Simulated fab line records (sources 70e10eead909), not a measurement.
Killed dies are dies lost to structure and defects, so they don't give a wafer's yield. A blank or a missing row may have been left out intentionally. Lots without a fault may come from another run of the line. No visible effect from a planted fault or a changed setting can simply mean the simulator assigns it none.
The tool behind it: which one? | flow nand harc | 14 lots, 40 wafers sampled, at 6 steps of a route of 1302

## WHAT THE GAUGES SHOWED, per wafer
NHARC_A_DECK1_JOINT_THK_MEAS_17: measures by ellipsometry.
lot  | measured     | on            | thk nm (nm)
L622 | day 11 21:28 | film metro-01 | 44.5 45.5 46.7
L623 | day 12 16:49 | film metro-02 | 45.1 44.7 44.1
L624 | day 12 22:23 | film metro-01 | 45.8 43.9 46.0
L625 | day 13 12:08 | film metro-01 | 45.9 44.0 46.3
L626 | day 14 02:16 | film metro-01 | 45.6 44.1 45.1
L630 | day 15 21:28 | film metro-02 | 44.0 44.3 46.7
L631 | day 16 02:24 | film metro-02 | 44.0 45.5 44.5
L632 | day 16 22:11 | film metro-01 | 45.8 46.3 43.4
L636 | day 19 00:39 | film metro-01 | 44.2 44.9
L641 | day 19 21:53 | film metro-01 | 44.7 46.3
L643 | day 21 08:19 | film metro-02 | 43.6 45.5 43.0
L642 | day 21 08:17 | film metro-01 | 45.1 46.0 43.1
L645 | day 22 02:48 | film metro-01 | 43.3 43.9 43.6
L644 | day 22 02:53 | film metro-02 | 43.6 44.9 45.0

NHARC_A_ONON_D2_THK_MEAS_05: measures by ellipsometry.
lot  | measured     | on            | thk nm (nm)
L622 | day 11 22:40 | film metro-02 | 1001 1002 1003
L623 | day 12 17:59 | film metro-02 | 1025 1026 1027
L624 | day 12 23:34 | film metro-02 | 1005 1003 1003
L625 | day 13 13:19 | film metro-01 | 999 999 999
L626 | day 14 03:27 | film metro-02 | 998 999 998
L630 | day 15 22:39 | film metro-02 | 995 994 996
L631 | day 16 03:35 | film metro-02 | 1006 1007 1009
L632 | day 17 05:16 | film metro-01 | 1020 1021 1021
L636 | day 19 01:49 | film metro-01 | 1006 1047
L641 | day 19 23:05 | film metro-01 | 997 1042
L643 | day 21 09:30 | film metro-01 | 979 979 979
L642 | day 21 09:27 | film metro-02 | 1002 1003 1004
L645 | day 22 03:59 | film metro-02 | 1006 1008 1005
L644 | day 22 04:05 | film metro-01 | 1000 997 999

NHARC_A_ONON_D2_THK_MEAS_24: measures by ellipsometry.
lot  | measured     | on            | thk nm (nm)
L622 | day 12 09:35 | film metro-02 | 1005 1008 1007
L623 | day 13 04:15 | film metro-02 | 998 999 998
L624 | day 13 10:23 | film metro-02 | 1005 1005 1005
L625 | day 14 00:14 | film metro-02 | 1000 998 999
L626 | day 14 13:42 | film metro-02 | 1019 1018 1018
L630 | day 16 13:09 | film metro-02 | 1024 1025 1022
L631 | day 16 13:08 | film metro-02 | 1007 1006 1008
L632 | day 17 17:04 | film metro-02 | 1018 1016 1017
L636 | day 19 12:22 | film metro-02 | 1001 1001
L641 | day 20 09:41 | film metro-01 | 998 995
L643 | day 21 20:41 | film metro-01 | 1001 1002 1004
L642 | day 21 20:28 | film metro-01 | 999 998 998
L645 | day 22 14:34 | film metro-01 | 1005 1005 1005
L644 | day 22 14:34 | film metro-02 | 1005 1006 1006

NHARC_END_SORT_01.
lot  | measured     | on        | killed at array | killed at other | killed at periphery | killed dies | killed open | killed short
L636 | day 31 20:02 | prober-01 | 30 19           | 0 1             | 2 4                 | 32 24       | 2 3         | 0 0

## TOOL THAT RAN EACH LOT (tool first, then ch and the chambers of the sampled wafers, then the start)
lot  | NHARC_A_CHANNEL_FILL_D1_ALD_16   | NHARC_A_ONON_D2_DEP_03
L622 | ald hk-01 ch 0,2, day 9 01:29    | pecvd onon-03 ch 0, day 11 22:09
L623 | ald hk-01 ch 0,1,3, day 9 15:54  | pecvd onon-03 ch 0, day 12 17:32
L624 | ald hk-02 ch 2,3, day 10 01:21   | pecvd onon-03 ch 0, day 12 23:13
L625 | ald hk-02 ch 0,3, day 10 11:19   | pecvd onon-04 ch 0, day 13 12:52
L626 | ald hk-03 ch 0,1,2, day 11 02:17 | pecvd onon-01 ch 0, day 14 02:56
L630 | ald hk-03 ch 0,1,3, day 12 22:57 | pecvd onon-01 ch 0, day 15 22:08
L631 | ald hk-03 ch 0,2,3, day 13 05:22 | pecvd onon-03 ch 0, day 16 03:04
L632 | ald hk-02 ch 1,2,3, day 13 17:01 | pecvd onon-03 ch 0, day 17 04:45
L636 | ald hk-03 ch 0,2, day 15 11:01   | pecvd onon-03 ch 0, day 19 01:19
L641 | ald hk-01 ch 0,2, day 16 23:30   | pecvd onon-03 ch 0, day 19 22:35
L643 | ald hk-02 ch 0,3, day 18 07:19   | pecvd onon-04 ch 0, day 21 08:59
L642 | ald hk-01 ch 1,3, day 18 07:20   | pecvd onon-01 ch 0, day 21 09:00
L645 | ald hk-02 ch 0,1,2, day 18 21:12 | pecvd onon-01 ch 0, day 22 03:28
L644 | ald hk-02 ch 1,2, day 19 01:16   | pecvd onon-04 ch 0, day 22 03:37
- NHARC_A_CHANNEL_FILL_D1_ALD_16: deposits SiO2, target thk 1.5 nm, pulse time 10 s, ald cycles 15.
- NHARC_A_ONON_D2_DEP_03: target thk 1000 nm.

## WHAT THE TOOLS THEMSELVES READ (means of the sampled wafers that have a number; where no wafer has one, the mark that the record gives instead)
NHARC_A_CHANNEL_FILL_D1_ALD_16.
lot  | tool      | heater power w (W) | precursor pulse height rel
L622 | ald hk-01 | 497                | 0.997
L623 | ald hk-01 | 518                | 1.004
L624 | ald hk-02 | 433                | 1.002
L625 | ald hk-02 | 444                | 0.994
L626 | ald hk-03 | 462                | 0.990
L630 | ald hk-03 | 458                | 1.019
L631 | ald hk-03 | 468                | 1.002
L632 | ald hk-02 | 424                | 1.020
L636 | ald hk-03 | 466                | 0.998
L641 | ald hk-01 | 532                | 1.032
L643 | ald hk-02 | 457                | 1.016
L642 | ald hk-01 | 536                | 1.005
L645 | ald hk-02 | 425                | 1.014
L644 | ald hk-02 | 410                | 1.004

## THE ANSWER, worked out from the rows above alone
Rule: the usual values come from the lots themselves. Put in order of their means at a reading, lots are off if they are a third of the lots or fewer, leave a main group of 4 or more, and stand apart from it by a gap of 3 or more times the standard deviation of the main group's means; of several such gaps the widest counts. If all means in a main group match to the digits the tables above print for the reading, that group is not used. A lot without any number at a reading at which 4 lots or more have one is off too. The other lots that the step has rows for count as sound. The gauges are gone through in route order, then the tools' own readings, and for those a lot's mean is taken as printed above. At the first step where some lot is off, the reading lying furthest off is the one used; lots without a number count as furthest.
Across all readings shown, no lot is off: no conclusion can be drawn from this.

## WHAT THE SIMULATOR HAD PUT IN
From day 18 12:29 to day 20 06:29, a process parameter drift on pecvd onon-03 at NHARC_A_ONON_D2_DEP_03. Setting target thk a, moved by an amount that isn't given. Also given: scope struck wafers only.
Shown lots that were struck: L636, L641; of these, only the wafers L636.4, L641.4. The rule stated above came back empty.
